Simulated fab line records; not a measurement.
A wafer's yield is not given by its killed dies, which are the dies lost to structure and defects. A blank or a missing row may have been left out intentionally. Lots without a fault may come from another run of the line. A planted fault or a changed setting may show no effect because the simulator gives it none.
One fault through the eyes of 3 desks :: flow n5Finfet :: each desk has only its own numbers; what lay behind them comes last

AT THE TOOL OWNER'S DESK: cmp-04
The tool's own readings at N5_BEOL_M3_CMP_52 (polishes, stops on SiOC, t overpolish 6.8 s, target thk 40 nm): means of the sampled wafers that have a number, for each lot that ran on this tool. A lot is out of limits, marked OUT, if its mean lies more than 4 standard deviations from the usual mean; the brackets give that distance.
Columns: A = barrierFieldEndpointS at N5_BEOL_M3_CMP_52, usual 24.4 s; B = motorCurrentA at N5_BEOL_M3_CMP_52, usual 6.2 A; C = overpolishRunS at N5_BEOL_M3_CMP_52, usual 6.801 s; D = platenRpm at N5_BEOL_M3_CMP_52, usual 50.00 rpm; E = timeToEndpointS at N5_BEOL_M3_CMP_52, usual 60 s
lot: L671
first seen here: day 10 00:30
A: 24.4
B: 6.2
C: 6.795
D: 50.01
E: 61

lot: L673
first seen here: day 10 01:10
A: 23.5
B: 5.7
C: 6.800
D: 50.02
E: 56

lot: L677
first seen here: day 10 17:59
A: 41.3 (+31) OUT
B: 6.2
C: 0.038 (-99 or more) OUT
D: 50.00
E: 81 (+6.8) OUT
This desk finds L677 out of limits, L677 being first, at day 10 17:59 (barrierFieldEndpointS at N5_BEOL_M3_CMP_52). Within limits: L671, L673.

THE DEFECT DESK
What the inspections along the route counted, lot by lot: means of the sampled wafers that have a number. A lot is out of limits, marked OUT, if its mean lies more than 4 standard deviations from the usual mean; the brackets give that distance.
Columns: A = rawDefectCount at N5_BEOL_M3_INSPECT_59, usual 70
lot: L671
first seen here: day 10 01:03
A: 42

lot: L672
first seen here: day 10 01:23
A: 70

lot: L673
first seen here: day 10 01:44
A: 48

lot: L677
first seen here: day 10 18:34
A: 5063 (+99 or more) OUT

lot: L681
first seen here: day 11 11:18
A: 79

lot: L686
first seen here: day 13 09:37
A: 78

lot: L693
first seen here: day 14 09:22
A: 52

lot: L691
first seen here: day 15 00:14
A: 71

lot: L692
first seen here: day 15 05:49
A: 53
This desk finds L677 out of limits, L677 being first, at day 10 18:34 (rawDefectCount at N5_BEOL_M3_INSPECT_59). Within limits: L671, L672, L673, L681, L686, L693, L691, L692.

METROLOGY DESK
What the gauges read, lot by lot, whatever tool the lot ran on: means of the sampled wafers that have a number. A lot is out of limits, marked OUT, if its mean lies more than 4 standard deviations from the usual mean; the brackets give that distance. Of its 11 readings 7 are shown: the one that was out of limits first, and those that lie furthest out on some lot.
Columns: A = M3_THK at N5_BEOL_M3_THK_MEAS_53, usual 39.9 nm; B = DIBL_P at N5_BEOL_M4_RC_MEAS_101, usual 36.2 mV/V; C = ION_N at N5_BEOL_M4_RC_MEAS_101, usual 674 uA/um; D = ION_P at N5_BEOL_M4_RC_MEAS_101, usual 463 uA/um; E = SS_N at N5_BEOL_M4_RC_MEAS_101, usual 71.4 mV/dec; F = VT_N at N5_BEOL_M4_RC_MEAS_101, usual 250.0 mV; G = VT_P at N5_BEOL_M4_RC_MEAS_101, usual -251 mV
lot: L671
first seen here: day 10 00:46
A: 38.8
B: 36.4
C: 668
D: 456
E: 71.6
F: 251.3
G: -252

lot: L672
first seen here: day 10 01:05
A: 39.7
B: 35.9
C: 677
D: 458
E: 71.2
F: 250.7
G: -252

lot: L673
first seen here: day 10 01:27
A: 38.0
B: 34.4
C: 673
D: 465
E: 71.6
F: 250.1
G: -251

lot: L677
first seen here: day 10 18:17
A: 150.7 (+74) OUT
B: -
C: -
D: -
E: -
F: -
G: -

lot: L681
first seen here: day 11 11:01
A: 42.8
B: 36.2
C: 679
D: 465
E: 71.1
F: 250.1
G: -250

lot: L686
first seen here: day 13 09:19
A: 40.1
B: 36.6
C: 670
D: 463
E: 71.5
F: 250.6
G: -252

lot: L693
first seen here: day 14 09:03
A: 39.6
B: 34.6
C: 669
D: 464
E: 70.8
F: 253.6
G: -250

lot: L691
first seen here: day 14 23:52
A: 38.7
B: 33.5
C: 668
D: 457
E: 70.6
F: 254.5
G: -253

lot: L692
first seen here: day 15 05:26
A: 40.0
B: 33.7
C: 657
D: 451
E: 71.2
F: 254.6
G: -256
Finding of this desk: L677 out of limits, first seen on L677 at day 10 18:17 (M3_THK at N5_BEOL_M3_THK_MEAS_53). Within limits: L671, L672, L673, L681, L686, L693, L691, L692.

BROUGHT TOGETHER
An alarm could have come from the tool owner's desk at day 10 17:59, on L677.
On L677, the metrology desk was in a position to raise an alarm at day 10 18:17.
The defect desk could have raised an alarm at day 10 18:34, on L677.
N5_BEOL_M3_CMP_52 was run on cmp-04 by each of the lots named.

WHAT HAD BEEN PUT IN BY THE SIMULATOR
Drift in process parameters on cmp-04 at N5_BEOL_M3_CMP_52, starting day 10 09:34. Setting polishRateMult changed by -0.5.
Shown lots that were struck: L677.
Hours from the fault's start to each desk's first reading out of limits: the tool owner's desk, 8; the metrology desk, 9; the defect desk, 9.
